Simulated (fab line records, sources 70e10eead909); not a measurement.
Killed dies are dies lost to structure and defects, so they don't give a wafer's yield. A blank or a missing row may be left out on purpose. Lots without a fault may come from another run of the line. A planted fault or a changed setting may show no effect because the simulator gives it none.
A struck lot beside a sound one | flow nand_harc | 14 steps out of a route of 1302
Sound: wafers L461.1, L461.3, L461.4. Struck: wafer L469.6. (L469.1, L469.5 of the same lot were not struck and are left out.) The cause comes at the end.
At each step with rows: each side's tool, then ch and its chambers, then its first start. Under that, the readings that differ: sound wafers | struck wafers | difference of the means | sigmas: that difference in standard deviations of wafers without a fault.
alike: readings whose means differ by less than 2 such deviations, and words and numbers that are the same on both sides. not compared: withheld readings, readings that some wafer has no value for, bounds like >300 that may hide the same value, and numbers for which the record gives no deviation and whose values overlap.
The two part at a step that has a row with sigmas, a row that says differs or no value, or rows on one side only. Numbers that don't overlap but have no deviation are shown without sigmas and don't part them. A reading that every wafer of one side lacks parts them only if that side has two wafers or more.

NHARC_A_SLIT_ETCH_26: etches the open film in C4F8/O2/Ar, time 90 s, target depth 400 nm.
  sound on har_etch-02 ch 0,1, day 21 18:52; struck on har_etch-02 ch 0, day 24 23:48
  reading                | sound                | struck | difference | sigmas
  throttle_valve_pct (%) | 27.621 27.620 27.635 | 27.601 | -0.024     | -2
  alike: drypump_motor_current_A, mfc_ar_sccm, showerhead_plenum_p_Torr
  not compared: rf_hours_counter_h
then, 1 step without rows for these wafers: NHARC_A_SLIT_STRIP_28 (strips in O2/COS).
NHARC_A_SLIT_ETCH_29: etches the open film in CF4/O2, target depth 100 nm, overetch 10 nm, time 55 s.
  sound on rie_diel-13 ch 0,1,2, day 21 19:46; struck on rie_diel-09 ch 3, day 25 00:40
  reading            | sound | struck | difference | sigmas
  mfc_ar_sccm (sccm) | 0 0 0 | 0.017  | +0.017     | +4
  alike: drypump_motor_current_A, oes_ar_750_au, oes_product_au, rf_vpp_V, showerhead_plenum_p_Torr, throttle_valve_pct
  not compared: rf_hours_counter_h
NHARC_A_SLIT_STRIP_18: strips in O2.
  sound on rie_diel-13 ch 0,2,3; struck on rie_diel-09 ch 0
  alike: drypump_motor_current_A, mfc_ar_sccm, oes_product_au, rf_vpp_V, showerhead_plenum_p_Torr, throttle_valve_pct
  not compared: rf_hours_counter_h
then, 2 steps without rows for these wafers: NHARC_A_SLIT_PRECLEAN_19 (cleans in SC1); NHARC_A_SLIT_SRD_20.
NHARC_A_SLIT_CD_MEAS_21:
  sound on cd_sem-03, day 21 20:17; struck on cd_sem-03, day 25 01:11
  alike: cd_nm
then, 3 steps without rows for these wafers: NHARC_A_SIN_REMOVE_WET_00 (chemistry H3PO4, time 15300 s); NHARC_A_SIN_REMOVE_PRECLEAN_01 (cleans in SC1); NHARC_A_SIN_REMOVE_SRD_02.
NHARC_A_SIN_REMOVE_INSPECT_04:
  sound on defect_inspect-02, day 22 02:54; struck on defect_inspect-02, day 25 07:48
  alike: raw_defect_count
NHARC_A_WL_FILL_ALD_00: deposits Al2O3, target thk 3 nm, pulse time 3 s, ald cycles 30.
  sound on ald_hk-04 ch 0,2,3, day 22 02:58; struck on ald_hk-04 ch 0, day 25 07:59
  reading                    | sound             | struck | difference | sigmas
  ald_cycles                 | 30 30 30          | 40     | +10        |
  precursor_pulse_height_rel | 0.970 0.983 1.013 | 1.025  | +0.036     | +2
  alike: heater_power_outer_w, heater_power_w
NHARC_A_WL_FILL_RTA_01: time 5 s.
  sound on rtp_anneal-01 ch 0, day 22 03:23; struck on rtp_anneal-01 ch 0, day 25 08:12
  alike: lamp_zone_3_pct, wafer_temp_C_max
-- the record jumps here: 4 days lie between the struck wafers' starts before and after (it left off in module A_WL_FILL and takes up again in module END, whose first step shown is number 1302 of the route) --
NHARC_END_SORT_01:
  sound on prober-02 ch 0, day 26 00:19; struck on prober-01 ch 0, day 29 14:20
  reading         | sound    | struck | difference | sigmas
  killed_at_array | 41 45 34 | 78     | +38        | +3
  killed_dies     | 45 45 37 | 79     | +37        | +2
  killed_open     | 2 3 3    | 8      | +5         | +3
  alike: killed_at_other, killed_at_periphery, killed_short

WHERE THEY PART
First at NHARC_A_SLIT_ETCH_26; last, within this record, at NHARC_END_SORT_01.

WHY: what the simulator had put in
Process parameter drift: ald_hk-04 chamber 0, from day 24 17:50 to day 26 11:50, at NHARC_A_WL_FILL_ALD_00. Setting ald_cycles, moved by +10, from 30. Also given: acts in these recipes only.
